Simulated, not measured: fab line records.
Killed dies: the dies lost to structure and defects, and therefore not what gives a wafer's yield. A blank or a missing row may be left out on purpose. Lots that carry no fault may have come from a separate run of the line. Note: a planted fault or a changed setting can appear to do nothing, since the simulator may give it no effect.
Matching of chambers	flow n5Finfet	N5_MOL_CONTACT_COAG_ETCH_106 on rieDiel-03 has 4 sister chambers
The step etches SOC in N2/H2, target depth 80 nm, overetch 16 nm, time 120 s. 22 wafers are shown with their chamber, then 11 later ones without.

WAFERS, EACH WITH ITS CHAMBER
wafer	chamber	drypumpMotorCurrentA (A)	throttleValvePct (%)	oesProductAu (a.u.)
L076.2	3	6.4	18.1	0.70
L076.3	2	4.7	17.9	0.63
L076.4	3	6.4	18.1	0.70
L078.1	0	5.2	17.9	0.62
L078.2	3	6.4	18.1	0.70
L078.4	2	4.7	17.9	0.63
L079.1	2	4.7	17.9	0.62
L079.3	0	5.2	17.9	0.61
L079.4	3	6.4	18.1	0.70
L082.1	2	4.7	17.9	0.61
L082.4	3	6.5	18.1	0.69
L082.5	2	4.7	17.9	0.62
L084.3	3	6.5	18.1	0.68
L084.4	1	5.4	17.2	0.80
L084.6	0	5.2	17.5	0.85
L085.1	1	5.4	17.2	0.79
L085.3	2	4.7	17.9	0.62
L085.5	3	6.5	18.1	0.68
L088.1	3	6.5	18.1	0.67
L088.2	2	4.7	17.9	0.61
L088.5	2	4.7	17.9	0.61
L089.3	0	5.2	17.5	0.82

SIGNATURES (averages over the wafers above)
reading	chamber 0	chamber 1	chamber 2	chamber 3	scatter within a chamber
drypumpMotorCurrentA	5.200	5.400	4.700	6.450	0.0333
throttleValvePct	17.700	17.200	17.900	18.100	0.0943
oesProductAu	0.7250	0.7950	0.6188	0.6900	0.0529
Rule: distance of a wafer from a chamber = root of the sum over the readings of ((wafer's reading minus chamber's mean) / reading's scatter) squared. The wafer belongs to the nearest chamber; if the next one is less than 2 further off, it can't be placed. How the scatter is found: for the shown wafers, subtract from each reading the mean of its chamber, square and add these, divide the total by (wafers less chambers), then take the root.

WAFERS WITHOUT THEIR CHAMBER
wafer	drypumpMotorCurrentA (A)	throttleValvePct (%)	oesProductAu (a.u.)
L089.5	4.7	17.9	0.61
L089.6	6.4	18.1	0.68
L091.2	5.4	17.2	0.78
L091.3	5.2	17.5	0.81
L091.5	5.2	17.5	0.81
L093.1	6.5	18.1	0.67
L093.2	5.4	17.2	0.78
L093.6	5.2	17.5	0.80
L094.3	5.2	17.5	0.79
L094.4	6.5	18.1	0.67
L094.6	5.2	17.5	0.78

THE CHAMBER EACH PASSED THROUGH
wafer	from the rows above	in truth
L089.5	2	2
L089.6	3	3
L091.2	1	1
L091.3	0	0
L091.5	0	0
L093.1	3	3
L093.2	1	1
L093.6	0	0
L094.3	0	0
L094.4	3	3
L094.6	0	0
Placed correctly: 11 of 11. Number that these rows cannot place: 0. Number placed wrongly: 0.
